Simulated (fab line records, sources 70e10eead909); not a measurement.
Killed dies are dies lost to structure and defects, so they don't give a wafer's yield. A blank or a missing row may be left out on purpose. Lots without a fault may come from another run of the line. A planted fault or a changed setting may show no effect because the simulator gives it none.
fab line records | flow nand_harc
record lots=24 wafers=72 last_day=24
route steps=1159 shown A_CONTACT@948 A_BLC@974 A_M0@1005
lots that met no fault: from a run of the same line without faults
start_h: hours from the record's first day to the start of the lot's first wafer shown | wait_h: hours since the lot's step before | " the same as in the row above | L1.1+2: a row that stands for several wafers | - no value, or no start given | * or withheld: withheld | < > ~ a bound
route shown NAME@n: a module of which the file shows steps, and the number in the route of the first | usual: mean/standard deviation of fault-free wafers | same: alike in all rows | chamber/n: place in a boat | sites: the reading at each site | _std_site: their standard deviation | _edge_site: outer sites' mean less inner sites' | radius_mm: how far each site lies from the wafer's centre | mask NAME#n: copy n | behind: the tool/chamber that last shaped the wafer | hold: why the lot was held/for how many hours/how that ended | device: the transistor (n, p or np) that didn't switch | end of line: the same wafers' tests at the end of the route | a step without rows: its recipe alone | killed: dies lost to structure and defects at the first sort, not the wafer's yield | map: a wafer's dies, x killed, . not, _ none there
set.NAME: the setting as run; set.NAME@STEP: as run at that earlier step | model.NAME: the simulator's own value behind a step, which no gauge read
steps of the route over a sample of lots; a table a step, a row a wafer
services: from which hour (start_h, from the record's first day; less than 0 if before it) a tool's chamber was out of use, for how many hours, and why
## steps
# step NHARC_A_CONTACT_ETCH_139
# recipe source_w=withheld pressure_mtorr=20 bias_v=400 time_s=137 target_depth_a=5900 ar_flow_sccm=withheld c4f8_flow_sccm=11.5 o2_flow_sccm=7.2 chemistry=C4F8/O2/Ar
# columns lot.wafer tool chamber start_h wait_h rf_hours_counter_h
L076.4 har_cap_etch-02 0 381.54 0.2 -
L076.5 " 1 " " -
L076.6 " 0 " " -
L074.2 har_cap_etch-03 1 392.92 0.1 90
L074.4 " 0 " " -
L074.6 " 1 " " -
L075.2 har_cap_etch-02 1 399.62 0.1 12
L075.1 " 0 " " 12
L075.6 " 0 " " -
L078.2 har_cap_etch-03 1 409.28 0.1 93
L078.4 " 1 " " -
L078.5 " 0 " " -
L077.1 har_cap_etch-01 0 417.23 0.1 64
L077.3 " 1 " " -
L077.5 " 0 " " -
L079.4 har_cap_etch-02 1 418.55 0.1 -
L079.5 " 1 " " -
L079.6 " 0 " " -
L080.4 har_cap_etch-02 0 419.88 0.1 -
L080.5 " 0 " " -
L080.6 " 1 " " -
L081.1 har_cap_etch-02 0 426.61 0.1 18
L081.3 " 1 " " -
L081.6 " 0 " " -
L082.2 har_cap_etch-02 0 429.97 0.1 19
L082.1 " 1 " " 19
L082.4 " 1 " " -
L084.2 har_cap_etch-02 0 442.85 0.1 21
L084.1 " 1 " " 21
L084.3 " 0 " " -
L083.2 har_cap_etch-01 0 446.01 0.1 70
L083.1 " 1 " " 70
L083.3 " 1 " " -
L087.2 har_cap_etch-03 0 453.32 0.1 100
L087.1 " 1 " " 100
L087.6 " 0 " " -
L086.4 har_cap_etch-03 1 456.59 0.1 -
L086.3 " 0 " " -
L086.5 " 0 " " -
L085.1 har_cap_etch-01 1 462.53 0.1 74
L085.2 " 0 " " 74
L085.5 " 0 " " -
L090.1 har_cap_etch-01 0 467.51 0.1 74
L090.5 " 1 " " -
L090.6 " 0 " " -
L089.1 har_cap_etch-01 1 473.78 0.1 75
L089.4 " 1 " " -
L089.5 " 1 " " -
L088.1 har_cap_etch-01 0 485.76 0.1 77
L088.6 " 1 " " -
L088.5 " 0 " " -
L092.1 har_cap_etch-02 0 486.92 0.1 30
L092.3 " 1 " " -
L092.5 " 1 " " -
L091.1 har_cap_etch-02 0 495.80 0.1 32
L091.4 " 0 " " -
L091.5 " 1 " " -
L094.2 har_cap_etch-02 1 500.19 0.1 33
L094.4 " 1 " " -
L094.5 " 1 " " -
L093.2 har_cap_etch-02 0 501.30 0.1 34
L093.3 " 0 " " -
L093.6 " 1 " " -
L095.1 har_cap_etch-02 0 506.06 0.1 34
L095.4 " 1 " " -
L095.5 " 1 " " -
L096.2 har_cap_etch-02 1 510.85 0.1 35
L096.4 " 1 " " -
L096.5 " 0 " " -
L097.1 har_cap_etch-03 1 516.16 0.1 112
L097.2 " 0 " " 112
L097.3 " 0 " " -
# step NHARC_A_CONTACT_STRIP_26
# recipe o2_flow_sccm=500 ar_flow_sccm=0 bias_w=0 chemistry=O2
# usual drypump_motor_current_A=5.8/0.48 o2_flow_sccm=500.0/1.5 oes_product_au=0.998/0.0078 rf_vpp_V=57.8/0.83 showerhead_plenum_p_Torr=3.52/0.088 throttle_valve_pct=17.037/0.0086
# columns lot.wafer tool chamber start_h wait_h drypump_motor_current_A o2_flow_sccm oes_product_au rf_hours_counter_h rf_vpp_V showerhead_plenum_p_Torr throttle_valve_pct
L076.4 rie_diel-09 2 - - 5.4 499.0 0.988 41 58.5 3.54 17.053
L076.5 " 2 " " 5.4 498.9 1.002 - 57.1 3.54 17.044
L076.6 " 3 " " 5.7 500.8 1.004 - 57.7 3.40 17.039
L074.4 rie_diel-13 2 - - 6.1 498.7 1.012 18 59.3 3.61 17.046
L074.2 " 0 " " 5.6 500.9 1.013 16 56.4 3.54 17.037
L074.6 " 2 " " 6.2 497.4 1.000 - 57.8 3.61 17.040
L075.2 rie_diel-09 1 - - 6.7 501.3 1.001 51 57.4 3.66 17.029
L075.1 " 0 " " 5.5 501.6 1.009 52 58.8 3.67 17.026
L075.6 " 2 " " 5.4 500.3 0.988 - 58.2 3.54 17.041
L078.2 rie_diel-13 2 - - 6.2 499.0 0.999 21 58.1 3.61 17.034
L078.4 " 1 " " 6.1 500.9 0.995 23 56.7 3.49 17.032
L078.5 " 3 " " 5.1 497.0 0.995 - 57.0 3.45 17.042
L077.1 rie_diel-13 2 - - 6.2 499.2 1.021 24 57.8 3.61 17.033
L077.3 " 0 " " 5.6 500.4 1.024 23 57.7 3.53 17.024
L077.5 " 3 " " 5.1 503.6 0.999 - 57.5 3.45 17.037
L079.4 rie_diel-11 2 - - 6.0 501.5 1.008 15 56.2 3.60 17.031
L079.6 " 3 " " 5.0 498.7 1.002 - 57.9 3.47 17.042
L079.5 " 0 " " 6.1 498.1 1.002 - 57.8 3.50 17.032
L080.4 rie_diel-09 3 - - 5.7 498.6 0.994 55 57.2 3.39 17.035
L080.5 " 0 " " 5.5 498.7 0.999 - 58.5 3.67 17.051
L080.6 " 1 " " 6.7 500.2 0.995 - 56.4 3.66 17.044
L081.1 rie_diel-13 2 - - 6.1 499.2 0.999 25 57.8 3.61 17.041
L081.3 " 0 " " 5.6 498.0 1.003 24 56.5 3.53 17.031
L081.6 " 0 " " 5.6 496.1 0.993 - 57.8 3.53 17.033
L082.1 rie_diel-13 0 431.41 0.2 5.5 500.1 1.005 25 58.5 3.53 17.044
L082.2 " 1 " " 6.1 500.1 0.998 27 58.7 3.49 17.027
L082.4 " 0 " " 5.6 498.6 0.997 - 58.4 3.53 17.047
L084.1 rie_diel-11 3 - - 5.0 499.4 0.991 25 56.9 3.46 17.038
L084.2 " 0 " " 6.0 501.3 0.989 24 57.6 3.49 17.039
L084.3 " 1 " " 5.3 500.3 1.002 24 57.1 3.33 17.035
L083.2 rie_diel-13 0 - - 5.6 500.0 0.996 29 58.2 3.53 17.036
L083.1 " 1 " " 6.1 499.2 0.988 31 59.4 3.49 17.030
L083.3 " 3 " " 5.1 499.4 0.992 26 55.5 3.45 17.045
L087.1 rie_diel-11 2 - - 6.0 501.0 0.996 29 58.0 3.60 17.040
L087.2 " 0 " " 6.0 498.3 1.004 28 59.1 3.49 17.032
L087.6 " 3 " " 5.0 502.3 1.013 - 58.2 3.46 17.026
L086.4 rie_diel-09 2 - - 5.4 500.9 0.981 7 59.0 3.53 17.036
L086.3 " 1 " " 6.8 497.3 0.988 8 58.1 3.66 17.018
L086.5 " 2 " " 5.4 499.7 0.984 - 57.9 3.53 17.040
L085.1 rie_diel-13 0 - - 5.6 498.4 0.999 0 57.8 3.53 17.035
L085.2 " 3 " " 5.1 503.0 0.990 1 57.9 3.45 17.054
L085.5 " 0 " " 5.6 498.6 1.000 - 57.6 3.53 17.029
L090.1 rie_diel-09 1 - - 6.7 498.9 0.991 12 59.0 3.65 17.043
L090.5 " 2 " " 5.4 501.8 0.989 - 58.2 3.53 17.040
L090.6 " 3 " " 5.7 500.4 0.997 - 57.0 3.38 17.021
L089.4 rie_diel-09 2 - - 5.4 500.5 0.985 12 58.2 3.53 17.040
L089.1 " 0 " " 5.5 500.2 0.988 9 57.0 3.66 17.044
L089.5 " 1 " " 6.7 499.3 0.988 - 57.9 3.65 17.017
L088.1 rie_diel-09 1 - - 6.8 500.7 0.993 17 58.4 3.65 17.035
L088.5 " 0 " " 5.5 500.1 0.999 - 59.2 3.66 17.027
L088.6 " 1 " " 6.8 500.4 0.997 - 59.7 3.65 17.041
L092.3 rie_diel-13 3 - - 5.1 500.2 0.986 6 59.5 3.44 17.029
L092.1 " 2 " " 6.2 499.4 0.995 6 58.2 3.61 17.027
L092.5 " 3 " " 5.1 499.3 0.993 - 58.4 3.45 17.058
L091.4 rie_diel-13 3 - - 5.1 502.3 0.998 6 57.4 3.44 17.043
L091.1 " 0 " " 5.6 500.2 1.000 5 58.0 3.53 17.029
L091.5 " 3 " " 5.1 501.2 0.988 - 57.9 3.45 17.030
L094.4 rie_diel-13 3 - - 5.1 502.0 0.995 8 58.1 3.44 17.047
L094.2 " 2 " " 6.1 502.6 0.999 8 58.2 3.61 17.029
L094.5 " 3 " " 5.1 500.6 0.995 - 57.6 3.44 17.050
L093.3 rie_diel-13 0 - - 5.6 500.2 1.002 7 58.0 3.53 17.038
L093.2 " 2 " " 6.1 501.7 1.003 8 58.0 3.61 17.038
L093.6 " 0 " " 5.6 500.2 1.010 - 59.0 3.53 17.033
L095.1 rie_diel-13 2 - - 6.2 499.5 0.995 8 57.3 3.61 17.031
L095.4 " 0 " " 5.6 499.7 1.008 8 58.1 3.53 17.032
L095.5 " 2 " " 6.2 499.9 0.998 - 57.2 3.61 17.049
L096.2 rie_diel-11 2 - - 6.0 498.5 0.988 52 56.4 3.58 17.032
L096.4 " 0 " " 6.0 500.7 1.005 52 57.3 3.48 17.028
L096.5 " 2 " " 6.0 498.4 0.987 - 58.4 3.58 17.033
L097.2 rie_diel-13 2 - - 6.2 499.3 1.002 11 58.6 3.60 17.038
L097.3 " 3 " " 5.1 499.9 1.006 11 58.2 3.44 17.039
L097.1 " 0 " " 5.6 502.7 1.003 10 58.5 3.52 17.034
# step NHARC_A_BLC_CD_MEAS_10
# recipe target_cd_nm=100 landing_energy_ev=500
# usual cd_nm=100.0/0.64
# columns lot.wafer tool chamber start_h wait_h cd_nm
L076.4 cd_sem-02 0 397.41 - 100.6
L076.5 " 0 " " 101.7
L076.6 " 0 " " 100.3
L074.2 cd_sem-03 0 406.51 - 99.8
L074.4 " 0 " " 100.5
L074.6 " 0 " " 99.7
L075.1 cd_sem-01 0 411.61 - 101.4
L075.2 " 0 " " 100.1
L075.6 " 0 " " 100.3
L078.2 cd_sem-02 0 412.77 - 99.3
L078.4 " 0 " " 99.3
L078.5 " 0 " " 99.2
L077.1 cd_sem-01 0 422.17 - 99.7
L077.3 " 0 " " 99.5
L077.5 " 0 " " 100.1
L079.4 cd_sem-03 0 425.19 - 99.6
L079.5 " 0 " " 99.6
L079.6 " 0 " " 100.1
L080.4 cd_sem-03 0 425.90 - 99.8
L080.5 " 0 " " 100.5
L080.6 " 0 " " 99.2
L081.1 cd_sem-02 0 434.24 - 101.2
L081.3 " 0 " " 99.7
L081.6 " 0 " " 100.8
L082.1 cd_sem-03 0 438.35 - 98.7
L082.2 " 0 " " 99.6
L082.4 " 0 " " 99.3
L084.1 cd_sem-01 0 448.16 - 100.0
L084.2 " 0 " " 100.1
L084.3 " 0 " " 99.9
L083.1 cd_sem-02 0 449.70 - 100.6
L083.2 " 0 " " 99.7
L083.3 " 0 " " 99.3
L087.1 cd_sem-02 0 456.90 - 100.9
L087.2 " 0 " " 100.3
L087.6 " 0 " " 100.6
L086.3 cd_sem-03 0 461.08 - 101.1
L086.4 " 0 " " 101.1
L086.5 " 0 " " 101.2
L085.1 cd_sem-02 0 468.79 - 100.4
L085.2 " 0 " " 99.8
L085.5 " 0 " " 99.9
L090.1 cd_sem-01 0 474.33 - 100.0
L090.5 " 0 " " 99.4
L090.6 " 0 " " 99.4
L089.1 cd_sem-02 0 477.19 - 99.7
L089.4 " 0 " " 100.6
L089.5 " 0 " " 99.7
L088.1 cd_sem-03 0 492.60 - 100.4
L088.5 " 0 " " 100.9
L088.6 " 0 " " 99.7
L092.1 cd_sem-02 0 493.85 - 100.0
L092.3 " 0 " " 100.3
L092.5 " 0 " " 99.6
L091.1 cd_sem-03 0 503.85 - 100.2
L091.4 " 0 " " 99.5
L091.5 " 0 " " 100.0
L094.2 cd_sem-01 0 504.58 - 100.1
L094.4 " 0 " " 100.1
L094.5 " 0 " " 100.0
L093.2 cd_sem-02 0 504.94 - 100.6
L093.3 " 0 " " 99.7
L093.6 " 0 " " 99.9
L095.1 cd_sem-03 0 509.61 - 99.8
L095.4 " 0 " " 99.9
L095.5 " 0 " " 100.2
L096.2 cd_sem-01 0 518.41 - 99.9
L096.4 " 0 " " 99.1
L096.5 " 0 " " 99.1
L097.1 cd_sem-01 0 522.61 - 100.8
L097.2 " 0 " " 100.1
L097.3 " 0 " " 100.0
# step NHARC_A_BLC_ETCH_18
# recipe target_depth_a=9100 c4f8_flow_sccm=20 o2_flow_sccm=10 ar_flow_sccm=withheld rf_w=600 bias_w=1500 chemistry=C4F8/O2/Ar
# usual oes_product_au=0.958/0.022 rf_vpp_V=981.9/2.8
# columns lot.wafer tool chamber start_h wait_h oes_product_au rf_hours_counter_h rf_vpp_V
L076.4 rie_diel-02 1 - - 0.969 7 981.3
L076.5 " 2 " " 0.969 - 983.3
L076.6 " 3 " " 0.969 - 986.0
L074.4 rie_diel-02 2 - - 0.971 8 983.7
L074.2 " 1 " " 0.973 8 983.1
L074.6 " 3 " " 0.984 - 985.0
L075.1 rie_diel-10 2 - - 0.956 5 979.5
L075.2 " 0 " " 0.924 5 978.7
L075.6 " 2 " " 0.957 - 981.6
L078.2 rie_diel-04 3 - - 0.927 44 976.3
L078.4 " 0 " " 0.918 42 983.1
L078.5 " 1 " " 0.935 - 984.1
L077.3 rie_diel-02 0 - - 0.983 9 980.1
L077.1 " 1 " " 0.977 9 982.0
L077.5 " 0 " " 0.982 - 981.4
L079.4 rie_diel-02 3 - - 0.986 9 984.2
L079.6 " 3 " " 0.985 - 984.9
L079.5 " 0 " " 0.994 - 981.1
L080.4 rie_diel-10 3 - - 0.983 6 987.3
L080.6 " 1 " " 0.956 - 978.2
L080.5 " 2 " " 0.998 - 977.4
L081.1 rie_diel-10 0 - - 0.961 8 981.5
L081.3 " 1 " " 0.960 8 979.7
L081.6 " 0 " " 0.965 - 979.6
L082.4 rie_diel-10 3 - - 0.971 8 987.1
L082.2 " 1 " " 0.967 9 979.9
L082.1 " 2 " " 0.989 9 981.0
L084.2 rie_diel-10 3 - - 0.931 9 987.6
L084.1 " 1 " " 0.926 10 980.1
L084.3 " 2 " " 0.940 10 981.2
L083.2 rie_diel-02 1 - - 0.926 12 981.9
L083.3 " 2 " " 0.914 12 983.2
L083.1 " 3 " " 0.931 12 985.1
L087.2 rie_diel-02 0 - - 0.969 13 980.8
L087.1 " 3 " " 0.966 13 984.9
L087.6 " 0 " " 0.954 - 980.6
L086.3 rie_diel-02 2 - - 0.924 13 982.3
L086.4 " 1 " " 0.927 13 982.6
L086.5 " 3 " " 0.936 - 985.1
L085.1 rie_diel-02 0 - - 0.955 15 981.4
L085.2 " 2 " " 0.949 15 982.7
L085.5 " 0 " " 0.959 - 980.7
L090.1 rie_diel-10 2 - - 0.974 12 978.3
L090.5 " 2 " " 0.986 - 979.2
L090.6 " 3 " " 0.973 - 986.5
L089.4 rie_diel-02 1 - - 0.955 15 981.6
L089.1 " 3 " " 0.973 16 984.5
L089.5 " 0 " " 0.968 - 980.7
L088.1 rie_diel-10 3 - - 0.934 13 987.5
L088.6 " 2 " " 0.944 - 979.2
L088.5 " 3 " " 0.921 - 987.5
L092.3 rie_diel-02 1 - - 0.978 17 982.3
L092.1 " 3 " " 0.983 17 983.7
L092.5 " 1 " " 0.969 - 983.8
L091.1 rie_diel-04 1 - - 0.994 7 983.1
L091.4 " 2 " " 0.963 10 981.9
L091.5 " 1 " " 1.003 - 982.4
L094.4 rie_diel-10 2 - - 0.964 14 980.7
L094.2 " 1 " " 0.944 14 981.4
L094.5 " 2 " " 0.966 - 978.3
L093.2 rie_diel-04 0 - - 0.946 11 980.6
L093.3 " 1 " " 0.951 7 981.7
L093.6 " 3 " " 0.948 - 975.4
L095.1 rie_diel-10 0 - - 0.917 14 979.8
L095.4 " 3 " " 0.927 15 988.3
L095.5 " 0 " " 0.920 - 979.9
L096.2 rie_diel-02 1 - - 0.963 0 980.2
L096.4 " 2 " " 0.956 0 982.3
L096.5 " 0 " " 0.957 - 979.4
L097.2 rie_diel-10 0 - - 0.973 15 981.0
L097.3 " 1 " " 0.956 16 979.6
L097.1 " 3 " " 0.991 16 986.7
# step NHARC_A_BLC_CMP_25
# recipe t_overpolish_s=30 target_thk_nm=150
# usual motor_current_A=12.0/1 overpolish_run_s=30.000/0.009 slurry_filter_dp_kPa=13.51/0.14 time_to_endpoint_s=28.5/2.6
# columns lot.wafer tool chamber start_h wait_h motor_current_A overpolish_run_s slurry_filter_dp_kPa time_to_endpoint_s
L076.4 cmp-02 1 408.89 0.4 11.1 29.996 13.57 27.3
L076.6 " 2 " " 10.4 29.993 13.69 28.6
L076.5 " 3 " " 12.0 29.995 13.79 24.5
L074.4 cmp-01 2 411.19 0.3 12.2 30.002 13.44 29.7
L074.2 " 0 " " 12.9 30.014 13.48 28.1
L074.6 " 1 " " 12.5 30.023 13.77 26.2
L075.1 cmp-02 3 414.44 0.5 12.9 30.006 13.53 26.0
L075.2 " 0 " " 11.4 29.983 13.55 31.0
L075.6 " 2 " " 11.3 29.998 13.67 32.6
L078.4 cmp-02 0 415.56 0.2 11.2 30.008 13.59 29.5
L078.2 " 2 " " 11.1 29.995 13.53 31.0
L078.5 " 0 " " 11.5 29.997 13.60 28.9
L077.1 cmp-03 1 424.98 0.4 14.2 29.997 13.66 29.5
L077.3 " 0 " " 12.0 29.993 13.44 31.6
L077.5 " 2 " " 10.4 30.000 13.41 28.3
L079.4 cmp-01 3 427.93 0.2 12.4 30.013 13.64 23.8
L079.5 " 3 " " 12.7 30.017 13.51 26.0
L079.6 " 0 " " 13.7 30.003 13.50 28.7
L080.4 cmp-01 3 430.26 0.4 12.6 30.019 13.64 22.8
L080.6 " 3 " " 13.2 30.008 13.63 25.6
L080.5 " 0 " " 13.5 29.997 13.47 30.1
L081.1 cmp-03 0 440.68 0.5 11.7 30.001 13.38 31.1
L081.3 " 3 " " 11.2 30.000 13.47 30.0
L081.6 " 1 " " 14.3 30.009 13.69 28.5
L082.4 cmp-02 0 445.96 0.3 11.8 30.001 13.47 29.4
L082.1 " 1 " " 11.6 29.997 13.56 28.1
L082.2 " 2 " " 10.8 30.004 13.28 28.1
L084.3 cmp-01 3 451.94 0.3 12.8 30.017 13.56 27.1
L084.2 " 0 " " 13.4 30.016 13.49 31.1
L084.1 " 2 " " 11.6 29.987 13.49 30.7
L083.3 cmp-02 0 452.49 0.2 11.2 30.021 13.59 29.9
L083.1 " 1 " " 11.6 30.001 13.61 32.3
L083.2 " 3 " " 12.2 29.992 13.60 28.0
L087.2 cmp-01 1 463.92 0.4 12.4 29.989 13.40 26.0
L087.1 " 2 " " 11.7 29.999 13.52 29.5
L087.6 " 2 " " 12.2 30.002 13.41 27.8
L086.3 cmp-02 2 467.21 0.3 10.9 30.007 13.21 28.5
L086.4 " 3 " " 12.1 29.993 13.42 24.3
L086.5 " 3 " " 11.9 30.001 13.64 25.4
L085.2 cmp-03 0 473.95 0.4 11.4 29.981 13.60 31.4
L085.1 " 1 " " 14.6 30.000 13.27 27.1
L085.5 " 0 " " 11.9 29.995 13.68 31.6
L090.1 cmp-02 1 477.10 0.4 11.4 29.994 13.51 29.2
L090.6 " 1 " " 11.1 30.002 13.34 31.2
L090.5 " 2 " " 10.7 30.006 13.53 32.8
L089.1 cmp-03 2 479.92 0.4 10.5 30.004 13.69 27.4
L089.4 " 0 " " 12.0 30.006 13.54 29.0
L089.5 " 2 " " 10.7 30.003 13.61 28.0
L088.1 cmp-02 3 501.71 0.4 12.2 29.997 13.35 22.0
L088.5 " 3 " " 12.3 29.998 13.45 24.1
L088.6 " 0 " " 11.6 30.002 13.59 27.4
L092.1 cmp-03 1 502.14 0.5 13.6 30.002 13.74 27.4
L092.3 " 0 " " 10.8 29.989 13.56 28.3
L092.5 " 2 " " 10.8 29.994 13.58 27.3
L091.1 cmp-01 1 506.74 0.4 11.9 30.009 13.50 29.7
L091.4 " 2 " " 12.6 29.994 13.54 30.1
L091.5 " 3 " " 12.6 29.980 13.23 30.1
L094.4 cmp-01 1 507.68 0.4 12.6 30.005 13.32 25.2
L094.2 " 2 " " 11.7 30.008 13.59 26.1
L094.5 " 0 " " 13.6 30.005 13.54 26.5
L093.3 cmp-03 1 507.87 0.3 13.3 30.004 13.68 27.3
L093.2 " 2 " " 10.2 29.990 13.41 26.1
L093.6 " 2 " " 11.3 30.000 13.56 27.1
L095.1 cmp-03 3 512.40 0.4 11.5 29.998 13.60 25.9
L095.4 " 1 " " 13.8 30.012 13.26 27.9
L095.5 " 3 " " 11.3 29.990 13.25 28.0
L096.4 cmp-02 0 524.96 0.3 12.2 29.997 13.38 31.4
L096.2 " 1 " " 11.4 29.993 13.41 31.4
L096.5 " 0 " " 11.5 30.002 13.50 32.3
L097.2 cmp-02 3 529.36 0.5 12.3 30.004 13.17 28.2
L097.1 " 0 " " 11.5 30.005 13.66 31.5
L097.3 " 1 " " 11.3 29.989 13.32 34.7
# step NHARC_A_M0_OVL_MEAS_10
# recipe pitch_nm=160
# usual overlay_x_nm=-0.4/0.74 overlay_y_nm=-0.1/0.82
# columns lot.wafer tool chamber start_h wait_h overlay_x_nm overlay_y_nm
L076.4 overlay-01 - 410.20 - 0.5 0.1
L076.5 " - " " 0.3 0.4
L076.6 " - " " 0.8 0.5
L074.2 overlay-01 - 412.56 - 1.3 0.4
L074.4 " - " " 0.4 0.4
L074.6 " - " " 0.5 0.4
L075.1 overlay-01 - 415.78 - 0.3 -1.3
L075.2 " - " " 0.6 -1.2
L075.6 " - " " 1.2 -2.0
L078.2 overlay-02 - 416.95 - 0.3 -0.8
L078.4 " - " " -0.6 -1.0
L078.5 " - " " -0.1 -0.6
L077.1 overlay-02 - 426.41 - -0.6 1.2
L077.3 " - " " -0.8 1.4
L077.5 " - " " -1.3 0.9
L079.4 overlay-01 - 429.21 - -0.9 0.9
L079.5 " - " " -0.4 0.0
L079.6 " - " " -0.6 0.9
L080.4 overlay-01 - 431.66 - -1.1 -0.5
L080.5 " - " " -0.5 -0.4
L080.6 " - " " -0.6 -0.4
L081.1 overlay-02 - 442.07 - -0.5 -0.6
L081.3 " - " " -1.2 -0.2
L081.6 " - " " -0.6 -0.7
L082.1 overlay-02 - 447.33 - -1.3 -1.5
L082.2 " - " " -1.8 -2.1
L082.4 " - " " -1.7 -2.0
L084.1 overlay-02 - 453.23 - 0.2 0.4
L084.2 " - " " 0.3 -0.4
L084.3 " - " " 0.2 0.3
L083.1 overlay-01 - 453.76 - -1.4 -0.9
L083.2 " - " " -0.6 -0.2
L083.3 " - " " -0.7 -0.4
L087.1 overlay-01 - 465.30 - -0.9 -0.4
L087.2 " - " " -0.9 -0.1
L087.6 " - " " -0.6 -1.0
L086.3 overlay-02 - 468.61 - -1.5 -0.5
L086.4 " - " " -1.6 -0.4
L086.5 " - " " -0.9 -0.3
L085.1 overlay-02 - 475.20 - -0.3 -1.2
L085.2 " - " " -0.4 -1.7
L085.5 " - " " -0.7 -1.5
L090.1 overlay-01 - 478.99 - 1.1 0.7
L090.5 " - " " 0.3 0.4
L090.6 " - " " 0.3 -0.1
L089.1 overlay-01 - 481.68 - -0.8 0.6
L089.4 " - " " 0.0 1.2
L089.5 " - " " 0.0 0.6
L088.1 overlay-02 - 503.30 - -0.7 -0.7
L088.5 " - " " 0.0 -1.0
L088.6 " - " " -0.4 -0.5
L092.1 overlay-02 - 503.55 - -0.5 -0.7
L092.3 " - " " -1.1 -0.2
L092.5 " - " " -0.5 0.4
L091.1 overlay-01 - 508.14 - 0.3 -1.0
L091.4 " - " " -0.5 -0.5
L091.5 " - " " 0.0 -0.9
L094.2 overlay-02 - 508.90 - -2.3 0.0
L094.4 " - " " -1.4 0.6
L094.5 " - " " -2.0 -0.8
L093.2 overlay-02 - 509.28 - -0.1 0.5
L093.3 " - " " 0.2 0.3
L093.6 " - " " -0.6 0.0
L095.1 overlay-02 - 513.65 - 0.1 -0.3
L095.4 " - " " -0.1 0.3
L095.5 " - " " -0.1 0.2
L096.2 overlay-01 - 526.33 - -0.1 0.4
L096.4 " - " " -0.7 0.7
L096.5 " - " " -0.6 0.6
L097.1 overlay-01 - 530.75 - -1.2 1.0
L097.2 " - " " -1.2 0.5
L097.3 " - " " -0.7 1.2
## services
# columns tool chamber start_h hours kind
rie_diel-13 - 369.96 1.1 repair
cmp-01 - 385.85 4.0 pm
cmp-02 - 389.09 6.8 repair
rie_diel-09 - 407.74 0.8 repair
rie_diel-09 - 414.50 0.5 repair
cmp-01 - 417.58 0.6 repair
rie_diel-13 3 421.97 15.2 repair
cmp-02 - 422.75 4.0 pm
rie_diel-13 2 430.23 30.7 repair
rie_diel-09 - 432.03 9.0 pm
rie_diel-02 0 433.37 4.7 repair
rie_diel-13 1 435.15 6.1 repair
cmp-03 - 439.07 1.0 repair
rie_diel-09 0 449.41 8.0 repair
cmp-03 - 450.02 4.0 pm
rie_diel-13 - 453.00 9.0 pm
cmp-01 - 453.75 0.2 repair
cmp-02 - 454.30 5.3 repair
cmp-02 - 485.22 5.4 repair
rie_diel-13 0 487.25 4.7 repair
cmp-02 - 498.43 2.5 repair
rie_diel-02 - 504.76 9.0 pm
cmp-02 - 509.11 0.8 repair
cmp-02 - 520.75 4.0 pm
## key
fault none
